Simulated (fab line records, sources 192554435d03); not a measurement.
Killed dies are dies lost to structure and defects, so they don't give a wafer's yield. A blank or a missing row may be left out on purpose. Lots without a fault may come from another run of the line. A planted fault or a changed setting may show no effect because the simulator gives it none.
Chamber matching | flow n5_finfet | N5_BEOL_M2_ETCH_64 on rie_diel-01: 4 sister chambers
The step etches SOC in N2/H2, target depth 75 nm, overetch 22.5 nm, time 121.9 s. 18 wafers are shown with their chamber, then 9 later ones without.

WAFERS WITH THEIR CHAMBER
wafer  | chamber | drypump_motor_current_A (A) | throttle_valve_pct (%) | showerhead_plenum_p_Torr (Torr)
L074.2 | 2       | 5.8                         | 17.39                  | 2.49
L074.3 | 1       | 5.6                         | 18.18                  | 2.52
L074.5 | 0       | 5.2                         | 18.11                  | 2.50
L077.2 | 1       | 5.6                         | 18.20                  | 2.52
L077.4 | 2       | 5.8                         | 17.39                  | 2.48
L077.5 | 0       | 5.2                         | 18.12                  | 2.49
L078.1 | 2       | 5.8                         | 17.39                  | 2.48
L078.3 | 0       | 5.1                         | 18.13                  | 2.49
L078.5 | 1       | 5.5                         | 18.20                  | 2.51
L079.3 | 3       | 6.4                         | 17.50                  | 2.50
L079.4 | 2       | 5.8                         | 17.41                  | 2.48
L079.6 | 1       | 5.5                         | 18.20                  | 2.51
L084.1 | 2       | 5.7                         | 17.43                  | 2.47
L084.3 | 3       | 6.4                         | 17.51                  | 2.49
L084.4 | 0       | 5.2                         | 17.64                  | 2.49
L085.3 | 0       | 5.2                         | 17.64                  | 2.49
L085.4 | 3       | 6.4                         | 17.53                  | 2.49
L085.6 | 3       | 6.4                         | 17.54                  | 2.49

SIGNATURES (means of the wafers above)
reading                  | chamber 0 | chamber 1 | chamber 2 | chamber 3 | scatter within a chamber
drypump_motor_current_A  | 5.180     | 5.550     | 5.780     | 6.400     | 0.0431
throttle_valve_pct       | 17.9280   | 18.1950   | 17.4020   | 17.5200   | 0.141
showerhead_plenum_p_Torr | 2.4920    | 2.5150    | 2.4800    | 2.4925    | 0.0057
Rule: a wafer's distance from a chamber is the root of the sum, over the readings, of the square of ((its reading less the chamber's mean) divided by the reading's scatter). The wafer belongs to the nearest chamber; if the next one is less than 2 further off, it can't be placed. The scatter: the root of (the sum of the squares of (reading less its chamber's mean) over the shown wafers, divided by (wafers less chambers)).

WAFERS WITHOUT THEIR CHAMBER
wafer  | drypump_motor_current_A (A) | throttle_valve_pct (%) | showerhead_plenum_p_Torr (Torr)
L089.3 | 5.8                         | 17.44                  | 2.47
L089.5 | 5.5                         | 18.25                  | 2.50
L089.6 | 5.8                         | 17.45                  | 2.47
L095.1 | 6.4                         | 17.56                  | 2.48
L095.2 | 5.5                         | 17.83                  | 2.50
L095.5 | 5.5                         | 17.86                  | 2.50
L097.2 | 5.7                         | 17.48                  | 2.46
L097.5 | 6.4                         | 17.58                  | 2.48
L097.6 | 5.7                         | 17.50                  | 2.46

WHICH CHAMBER EACH WENT THROUGH
wafer  | from the rows above | in truth
L089.3 | 2                   | 2
L089.5 | 1                   | 1
L089.6 | 2                   | 2
L095.1 | 3                   | 3
L095.2 | 1                   | 1
L095.5 | 1                   | 1
L097.2 | 2                   | 2
L097.5 | 3                   | 3
L097.6 | 2                   | 2
Placed correctly: 9 of 9. Can't be placed from these rows: 0. Placed wrongly: 0.
